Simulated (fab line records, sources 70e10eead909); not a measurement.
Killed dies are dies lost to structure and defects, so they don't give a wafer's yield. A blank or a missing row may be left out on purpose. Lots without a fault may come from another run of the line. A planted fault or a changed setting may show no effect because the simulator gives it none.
Which tool did it? | flow nand_harc | 23 lots, 69 wafers sampled, at 1 step of a route of 1159

WHAT THE GAUGES READ, wafer by wafer
NHARC_A_CONTACT_CD_MEAS_80. Usual: cd_nm 189.7 nm, standard deviation 0.87.
lot  | measured     | on        | cd_nm (nm)        | flag
L074 | day 16 08:31 | cd_sem-03 | 189.2 188.9 188.7 |
L075 | day 17 07:37 | cd_sem-01 | 188.3 188.2 188.6 |
L077 | day 17 11:24 | cd_sem-01 | 189.9 191.3 191.5 |
L078 | day 17 15:23 | cd_sem-01 | 190.3 189.5 190.6 |
L079 | day 17 18:04 | cd_sem-03 | 189.7 190.2 191.0 |
L082 | day 18 13:33 | cd_sem-02 | 188.4 187.2 187.5 |
L084 | day 18 23:11 | cd_sem-03 | 190.5 190.0 190.7 |
L081 | day 19 01:15 | cd_sem-03 | 188.9 189.8 190.3 |
L083 | day 19 01:30 | cd_sem-03 | 190.0 190.0 190.0 |
L080 | day 19 04:49 | cd_sem-03 | 191.0 189.7 189.9 |
L086 | day 20 01:43 | cd_sem-02 | 191.8 190.5 190.6 |
L087 | day 20 01:47 | cd_sem-03 | 189.2 189.9 190.1 |
L089 | day 20 10:16 | cd_sem-03 | 189.2 190.5 190.2 |
L085 | day 20 12:25 | cd_sem-01 | 189.7 190.1 189.0 |
L088 | day 20 14:44 | cd_sem-03 | 188.5 189.3 189.3 |
L091 | day 20 19:16 | cd_sem-03 | 189.5 189.3 188.6 |
L090 | day 20 22:52 | cd_sem-03 | 190.0 188.9 189.2 |
L092 | day 21 05:41 | cd_sem-01 | 190.3 189.1 189.9 |
L093 | day 21 07:41 | cd_sem-02 | 189.2 189.0 189.1 |
L094 | day 21 20:44 | cd_sem-02 | 189.1 190.0 189.7 |
L095 | day 21 21:31 | cd_sem-02 | 189.6 190.0 190.9 |
L096 | day 22 11:05 | cd_sem-01 | 190.0 189.4 190.0 |
L097 | day 22 15:55 | cd_sem-01 | 189.9 190.2 189.7 |

WHICH TOOL RAN EACH LOT (tool, then ch and the chambers of the sampled wafers, then the start)
The record holds no process step before these readings.

WHAT THE TOOLS THEMSELVES READ (means of the sampled wafers that have a number; where no wafer has one, the mark that the record gives instead)
The record holds no such reading with a usual standard deviation.

THE ANSWER, worked out from the rows above alone
Rule: a lot is off if the mean of its wafers that have a number lies more than 3 standard deviations from the usual mean. A lot without any number at a reading at which 4 lots or more have one is off too. The other lots that the step has rows for count as sound. The gauges are gone through in route order, then the tools' own readings, and for those a lot's mean is taken as printed above. The first step at which some lot is off is used, and at that step the reading that is off furthest; a lot without a number counts as furthest.
No lot is off at any reading shown: from this, nothing can be told.

WHAT THE SIMULATOR HAD PUT IN
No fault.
